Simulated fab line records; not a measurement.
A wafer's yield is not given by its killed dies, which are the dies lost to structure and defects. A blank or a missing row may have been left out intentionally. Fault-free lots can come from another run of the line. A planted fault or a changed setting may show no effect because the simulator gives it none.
Which tool did it? -- flow nand harc -- 13 lots, 39 wafers sampled, at 6 steps of a route of 1302

WHAT THE GAUGES READ, wafer by wafer
NHARC_A_ZERO_WELL_CD_MEAS_10 targets a cd of 2000 nm.
lot,measured,on,cd nm (nm)
L570,day 7 02:31,cd sem-01,1999.4 1998.8 1998.3
L571,day 7 14:43,cd sem-03,2003.2 2002.0 2000.2
L572,day 7 18:13,cd sem-03,1999.6 1997.0 2000.8
L573,day 8 07:18,cd sem-02,1994.8 1994.8 1999.3
L578,day 10 12:25,cd sem-02,2001.0 2002.9 2001.4
L581,day 11 14:19,cd sem-02,1998.7 1996.7 1997.6
L584,day 13 00:48,cd sem-02,2002.6 2000.9 2001.5
L585,day 13 13:48,cd sem-02,2003.0 2000.5 2000.2
L586,day 14 02:43,cd sem-02,1996.9 1998.4 1996.2
L587,day 14 07:04,cd sem-02,2000.4 1999.8 2003.0
L588,day 14 13:46,cd sem-03,1999.3 2001.7 1999.8
L591,day 16 00:56,cd sem-02,2001.0 2000.2 2000.5
L592,day 16 14:13,cd sem-01,1999.8 2002.1 2000.2

NHARC_A_SOURCE_PLATE_THK_MEAS_06: measures by ellipsometry.
lot,measured,on,thk nm (nm)
L570,day 7 23:37,film metro-01,200.6 198.3 199.5
L571,day 8 14:47,film metro-01,198.0 198.2 202.3
L572,day 8 14:47,film metro-01,203.0 202.1 203.1
L573,day 9 04:41,film metro-02,199.9 199.9 200.9
L578,day 11 11:14,film metro-01,200.8 198.5 198.8
L581,day 12 13:00,film metro-01,199.7 200.8 200.6
L584,day 13 20:33,film metro-01,197.6 199.9 198.5
L585,day 14 14:39,film metro-02,197.8 199.5 197.6
L586,day 15 01:58,film metro-02,203.4 201.8 201.2
L587,day 15 01:58,film metro-01,203.6 200.8 199.9
L588,day 15 10:34,film metro-01,200.9 204.6 201.0
L591,day 17 00:35,film metro-01,203.0 201.5 204.0
L592,day 17 12:14,film metro-01,196.0 197.1 198.5

NHARC_A_ONON_D1_THK_MEAS_08: measures by ellipsometry.
lot,measured,on,thk nm (nm)
L570,day 8 01:23,film metro-01,1003 1004 1003
L571,day 8 16:37,film metro-02,1017 1017 1017
L572,day 8 16:35,film metro-01,1000 999 998
L573,day 9 06:28,film metro-01,994 993 993
L578,day 11 13:04,film metro-01,1003 1307 1005
L581,day 12 14:46,film metro-01,997 1299 997
L584,day 13 22:20,film metro-02,1007 1004 1006
L585,day 14 16:27,film metro-01,991 990 990
L586,day 15 03:44,film metro-02,998 998 997
L587,day 15 03:44,film metro-02,995 995 994
L588,day 15 12:19,film metro-01,1011 1011 1010
L591,day 17 02:23,film metro-01,1010 1011 1010
L592,day 17 14:04,film metro-01,995 996 994

NHARC_END_SORT_01.
lot,measured,on,killed at array,killed at other,killed at periphery,killed dies,killed open,killed short
L578,day 28 12:04,prober-01,67 673 81,1 1 1,2 3 2,70 677 84,4 4 2,1 2 4
L581,day 29 10:55,prober-02,83 670 80,0 0 0,6 7 6,89 677 86,4 3 4,5 2 2

EACH LOT AND THE TOOL THAT RAN IT (in order: tool; ch and the chambers of the sampled wafers; start)
lot,NHARC_P_BONDPAD_ACTIVATE_29,NHARC_A_ONON_D1_DEP_06
L570,"rie diel-02 ch 0,1,2, day 7 01:14","pecvd onon-03 ch 0, day 8 00:59"
L571,"rie diel-12 ch 0,2, day 7 13:29","pecvd onon-03 ch 0, day 8 16:13"
L572,"rie diel-10 ch 1,2, day 7 17:05","pecvd onon-02 ch 0, day 8 16:07"
L573,"rie diel-12 ch 0,1,3, day 8 05:58","pecvd onon-04 ch 0, day 9 05:57"
L578,"rie diel-10 ch 0,1,2, day 10 11:12","pecvd onon-04 ch 0, day 11 12:34"
L581,"rie diel-02 ch 1,2, day 11 13:03","pecvd onon-04 ch 0, day 12 14:16"
L584,"rie diel-10 ch 0,2,3, day 12 23:34","pecvd onon-03 ch 0, day 13 22:01"
L585,"rie diel-12 ch 0,1,2, day 13 12:41","pecvd onon-02 ch 0, day 14 15:56"
L586,"rie diel-10 ch 2,3, day 14 01:37","pecvd onon-04 ch 0, day 15 03:14"
L587,"rie diel-12 ch 1,2,3, day 14 05:49","pecvd onon-03 ch 0, day 15 03:14"
L588,"rie diel-12 ch 0,2,3, day 14 12:40","pecvd onon-03 ch 0, day 15 11:52"
L591,"rie diel-10 ch 2,3, day 15 23:49","pecvd onon-02 ch 0, day 17 01:59"
L592,"rie diel-02 ch 2,3, day 16 13:05","pecvd onon-02 ch 0, day 17 13:40"
- NHARC_P_BONDPAD_ACTIVATE_29: chemistry N2, time 60 s.
- NHARC_A_ONON_D1_DEP_06: target thk 1000 nm.

WHAT THE TOOLS THEMSELVES READ (means of the sampled wafers that have a number; where no wafer has one, the mark that the record gives instead)
NHARC_P_BONDPAD_ACTIVATE_29.
lot,tool,drypump motor current A (A),oes product au (a.u.),rf vpp V (V),showerhead plenum p Torr (Torr)
L570,rie diel-02,5.4,0.990,64.7,1.78
L571,rie diel-12,6.1,0.978,63.8,1.71
L572,rie diel-10,5.3,0.995,63.7,1.81
L573,rie diel-12,5.7,0.994,64.5,1.75
L578,rie diel-10,5.7,1.003,64.1,1.78
L581,rie diel-02,5.7,0.993,64.5,1.75
L584,rie diel-10,5.5,0.990,64.2,1.77
L585,rie diel-12,5.8,0.989,63.5,1.77
L586,rie diel-10,5.1,0.987,64.1,1.80
L587,rie diel-12,5.6,0.988,64.7,1.78
L588,rie diel-12,5.9,1.000,64.8,1.72
L591,rie diel-10,5.1,0.993,64.4,1.80
L592,rie diel-02,5.6,1.007,64.0,1.79

THE ANSWER, worked out from the rows above alone
Rule: the lots themselves supply what counts as usual. Put in order of their means at a reading, lots are off if they are a third of the lots or fewer, leave a main group of 4 or more, and stand apart from it by a gap of 3 or more times the standard deviation of the main group's means; of several such gaps the widest counts. A main group whose means are all the same, to the digits that the tables above print for the reading, isn't used. A lot without any number at a reading at which 4 lots or more have one is off too. All remaining lots with rows at the step are treated as sound. First the gauges in route order, then the tools' own readings, where a lot's mean is used as printed above. At the first step where some lot is off, the reading lying furthest off is the one used; lots without a number count as furthest.
Off: L578, L581, at NHARC_A_ONON_D1_THK_MEAS_08 (thk nm). The main group: mean 1002 nm, standard deviation 8.1.
If a tool, at a process step before that reading, ran all the lots that are off and no sound lot after the first of them, it fits. The gauges at NHARC_A_ONON_D1_THK_MEAS_08 are tried like those tools. Of those tried, none fits.

WHAT WAS PUT IN BY THE SIMULATOR
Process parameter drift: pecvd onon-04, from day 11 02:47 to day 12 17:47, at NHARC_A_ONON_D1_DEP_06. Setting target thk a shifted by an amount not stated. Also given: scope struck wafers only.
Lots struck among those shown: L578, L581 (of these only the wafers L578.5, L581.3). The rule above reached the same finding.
